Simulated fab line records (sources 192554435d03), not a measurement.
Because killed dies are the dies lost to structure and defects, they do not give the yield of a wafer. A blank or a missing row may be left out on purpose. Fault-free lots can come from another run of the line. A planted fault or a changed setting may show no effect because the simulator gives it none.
Split-lot study | flow n5Finfet | 21 wafers read across 7 lots, on a route 1938 steps long

## ABOUT THE SPLIT
At N5_BEOL_M7_EXPOSE_08 (exposes mask M7), the setting doseMj was moved away from the recipe's 68.25 on 10 of the 21 wafers read, by -5.9% to +6.7%. All remaining wafers had this setting at the recipe value.

## FROM THE SPLIT TO THE READING: what the file shows between them, 18 steps
- N5_BEOL_M7_PEB_09: peb time 60 s
- N5_BEOL_M7_DEVELOP_10: develop time 30 s
- N5_BEOL_M7_CD_MEAS_11: target cd 38.5 nm
- N5_BEOL_M7_DESCUM_16: chemistry O2, time 7.9 s
- N5_BEOL_M7_ETCH_61: etches SiARC in CF4, target depth 45.5 nm, time 75.8 s
- N5_BEOL_M7_ETCH_62: etches SOC in N2/H2, target depth 110 nm, overetch 22 nm, time 165 s
- N5_BEOL_M7_STRIP_68: strips in N2/H2
- N5_BEOL_M7_STRIP_67: strips in CF4
- N5_BEOL_M7_HM_OPEN_17: chemistry Cl2/BCl3, target TiN, target depth 20 nm, overetch 6 nm
- N5_BEOL_M7_STRIP_19: strips in O2
- N5_BEOL_M7_CD_MEAS_18: pitch 80 nm, target cd 40 nm
- N5_BEOL_M7_COAT_63: time 60 s, resist thk 60 nm
- N5_BEOL_M7_COAT_64: time 60 s, resist thk 12 nm
- N5_BEOL_M7_STRIP_80: strips in N2/H2, time 10 s
- N5_BEOL_M7_HM_STRIP_39: strips TiN in peroxide tin strip, target depth 25 nm, time 158 s
- N5_BEOL_M7_SRD_40: time 30 s
- N5_BEOL_M7_PRECLEAN_42: cleans in residue remover, time 60 s
- N5_BEOL_M7_SRD_43: time 30 s

## THE READING
cdNm, in nm, at N5_BEOL_M7_CD_MEAS_35 (target cd 40 nm). Fault-free wafers of this fab line usually give 40.2 nm, standard deviation 0.64 nm.

wafer  | tool, chamber at the split | doseMj as run | against the recipe | cdNm, nm | against lot-mates on the recipe
L079.2 | arfiScanner-02, 0          | 71.96         | +5.4%              | 42.4     | +2.2
L079.4 | arfiScanner-02, 0          | 71.96         | +5.4%              | 42.3     | +2.1
L079.5 | arfiScanner-02, 0          | 68.25         | recipe             | 40.2     | -
L083.1 | arfiScanner-02, 0          | 71.11         | +4.2%              | 41.6     | no lot-mate on the recipe
L083.3 | arfiScanner-02, 0          | 71.11         | +4.2%              | 42.7     | no lot-mate on the recipe
L083.5 | arfiScanner-02, 0          | 71.11         | +4.2%              | 41.8     | no lot-mate on the recipe
L084.4 | arfiScanner-03, 0          | 68.25         | recipe             | 39.3     | -
L084.5 | arfiScanner-03, 0          | 68.25         | recipe             | 41.3     | -
L084.6 | arfiScanner-03, 0          | 68.25         | recipe             | 40.3     | -
L088.4 | arfiScanner-03, 0          | 68.25         | recipe             | 39.5     | -
L088.5 | arfiScanner-03, 0          | 68.25         | recipe             | 39.9     | -
L088.6 | arfiScanner-03, 0          | 64.22         | -5.9%              | 35.9     | -3.8
L093.2 | arfiScanner-02, 0          | 68.25         | recipe             | 40.0     | -
L093.5 | arfiScanner-02, 0          | 68.25         | recipe             | 39.8     | -
L093.6 | arfiScanner-02, 0          | 68.25         | recipe             | 41.5     | -
L095.2 | arfiScanner-03, 0          | 72.8          | +6.7%              | 43.1     | +3.9
L095.4 | arfiScanner-03, 0          | 72.8          | +6.7%              | 42.7     | +3.5
L095.6 | arfiScanner-03, 0          | 68.25         | recipe             | 39.2     | -
L097.1 | arfiScanner-01, 0          | 66.35         | -2.8%              | 39.1     | -0.4
L097.4 | arfiScanner-01, 0          | 68.25         | recipe             | 39.5     | -
L097.6 | arfiScanner-01, 0          | 66.35         | -2.8%              | 39.7     | +0.2

FIT RESULTS
A straight line over all 21 wafers: cdNm changes by +0.468 nm for each +1% of doseMj; r = +0.91; the points scatter about the line by 0.71 nm.
The same after taking each lot's own level away (the mean of its wafers on the recipe; 18 wafers): +0.477 nm for each +1%; r = +0.91; scatter 0.74 nm.
Per that fit: largest doseMj move, reading shift of 3.2 nm.
The span of the lots' own levels, 39.20 to 40.43 nm, comes to 1.9 times the standard deviation stated above.
So the lot-to-lot level changes the slope little: the two slopes agree.
Check: for one of the wafers moved furthest among these (+6.7%), held out of the fit, the line's prediction against its lot-mates is +3.07 nm. It came out at +3.9 nm against them.

## THE WHOLE CHAIN: every reading that the file lists as answering this split, in the file's order
step                  | what it does                                                         | reading                                                             | change (the file's fit)               | r (the file's)
N5_BEOL_M7_CD_MEAS_11 | target cd 38.5 nm                                                    | cdNm                                                                | +0.48 nm for each +1% of the setting  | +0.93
N5_BEOL_M7_ETCH_61    | etches SiARC in CF4, target depth 45.5 nm, time 75.8 s               | BEOL_M7.cdOffsetNm (the simulator's own value, which no gauge read) | +0.491 nm for each +1% of the setting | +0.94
N5_BEOL_M7_ETCH_62    | etches SOC in N2/H2, target depth 110 nm, overetch 22 nm, time 165 s | BEOL_M7.cdOffsetNm (the simulator's own value, which no gauge read) | +0.535 nm for each +1% of the setting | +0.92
N5_BEOL_M7_CD_MEAS_18 | pitch 80 nm, target cd 40 nm                                         | cdNm                                                                | +0.548 nm for each +1% of the setting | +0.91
N5_BEOL_M7_CD_MEAS_35 | target cd 40 nm                                                      | cdNm                                                                | +0.503 nm for each +1% of the setting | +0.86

## THE FILE'S OWN FIT
cdNm changes by +0.503 nm for each +1% of doseMj, r = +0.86.
